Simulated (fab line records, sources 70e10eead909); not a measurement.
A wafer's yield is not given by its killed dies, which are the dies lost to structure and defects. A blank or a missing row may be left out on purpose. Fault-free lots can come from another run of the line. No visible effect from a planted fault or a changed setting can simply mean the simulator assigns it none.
Chamber matching || flow nand-harc || cmp-02 running NHARC_A_CHANNEL_FILL_D1_CMP_10: 4 sister chambers
The step polishes, target thk 150 nm. 14 wafers are shown with their chamber, then 7 later ones without.

## WAFERS PAIRED WITH THEIR CHAMBERS
{"wafer": "L966.2", "chamber": 0, "motor-current-A (A)": 11.7, "time-to-endpoint-s (s)": 15.9}
{"wafer": "L966.3", "chamber": 2, "motor-current-A (A)": 11.3, "time-to-endpoint-s (s)": 12.5}
{"wafer": "L966.4", "chamber": 1, "motor-current-A (A)": 13.0, "time-to-endpoint-s (s)": 11.9}
{"wafer": "L968.1", "chamber": 3, "motor-current-A (A)": 11.1, "time-to-endpoint-s (s)": 14.0}
{"wafer": "L968.3", "chamber": 0, "motor-current-A (A)": 11.4, "time-to-endpoint-s (s)": 19.0}
{"wafer": "L968.4", "chamber": 1, "motor-current-A (A)": 13.5, "time-to-endpoint-s (s)": 13.8}
{"wafer": "L970.2", "chamber": 2, "motor-current-A (A)": 11.7, "time-to-endpoint-s (s)": 13.1}
{"wafer": "L970.3", "chamber": 3, "motor-current-A (A)": 11.5, "time-to-endpoint-s (s)": 11.4}
{"wafer": "L970.6", "chamber": 0, "motor-current-A (A)": 11.5, "time-to-endpoint-s (s)": 17.3}
{"wafer": "L971.2", "chamber": 3, "motor-current-A (A)": 11.4, "time-to-endpoint-s (s)": 12.4}
{"wafer": "L971.3", "chamber": 1, "motor-current-A (A)": 13.8, "time-to-endpoint-s (s)": 11.4}
{"wafer": "L971.5", "chamber": 0, "motor-current-A (A)": 11.7, "time-to-endpoint-s (s)": 16.8}
{"wafer": "L973.2", "chamber": 2, "motor-current-A (A)": 11.8, "time-to-endpoint-s (s)": 15.3}
{"wafer": "L973.3", "chamber": 3, "motor-current-A (A)": 11.4, "time-to-endpoint-s (s)": 11.9}

SIGNATURES (averages over the wafers above)
{"reading": "motor-current-A", "chamber 0": 11.575, "chamber 1": 13.433, "chamber 2": 11.600, "chamber 3": 11.350, "scatter within a chamber": 0.25}
{"reading": "time-to-endpoint-s", "chamber 0": 17.250, "chamber 1": 12.367, "chamber 2": 13.633, "chamber 3": 12.425, "scatter within a chamber": 1.28}
Rule: a wafer's distance from a chamber is the root of the sum, over the readings, of the square of ((its reading less the chamber's mean) divided by the reading's scatter). If the next closest chamber is less than 2 further off than the closest, the wafer can't be placed; otherwise it belongs to the closest. The scatter: take each reading less its chamber's mean, square it, sum over the shown wafers, divide by the number of wafers less the number of chambers, and take the root.

## WAFERS WHOSE CHAMBER IS MISSING
{"wafer": "L973.5", "motor-current-A (A)": 11.5, "time-to-endpoint-s (s)": 12.2}
{"wafer": "L974.2", "motor-current-A (A)": 11.3, "time-to-endpoint-s (s)": 14.1}
{"wafer": "L974.5", "motor-current-A (A)": 11.5, "time-to-endpoint-s (s)": 10.3}
{"wafer": "L974.6", "motor-current-A (A)": 11.2, "time-to-endpoint-s (s)": 14.3}
{"wafer": "L978.4", "motor-current-A (A)": 11.5, "time-to-endpoint-s (s)": 15.8}
{"wafer": "L978.5", "motor-current-A (A)": 11.8, "time-to-endpoint-s (s)": 17.6}
{"wafer": "L978.6", "motor-current-A (A)": 10.9, "time-to-endpoint-s (s)": 13.8}

## WHICH CHAMBER EACH WENT THROUGH
{"wafer": "L973.5", "from the rows above": "can't be placed: 3 or 2", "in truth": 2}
{"wafer": "L974.2", "from the rows above": "can't be placed: 2 or 3 or 0", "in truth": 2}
{"wafer": "L974.5", "from the rows above": "can't be placed: 3 or 2", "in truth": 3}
{"wafer": "L974.6", "from the rows above": "can't be placed: 3 or 2 or 0", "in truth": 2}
{"wafer": "L978.4", "from the rows above": "can't be placed: 0 or 2 or 3", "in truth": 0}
{"wafer": "L978.5", "from the rows above": 0, "in truth": 0}
{"wafer": "L978.6", "from the rows above": "can't be placed: 3 or 2 or 0", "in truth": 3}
1 of 7 placed correctly. Not placeable from these rows: 6 (in 6, the candidates include the true chamber). 0 placed wrongly.
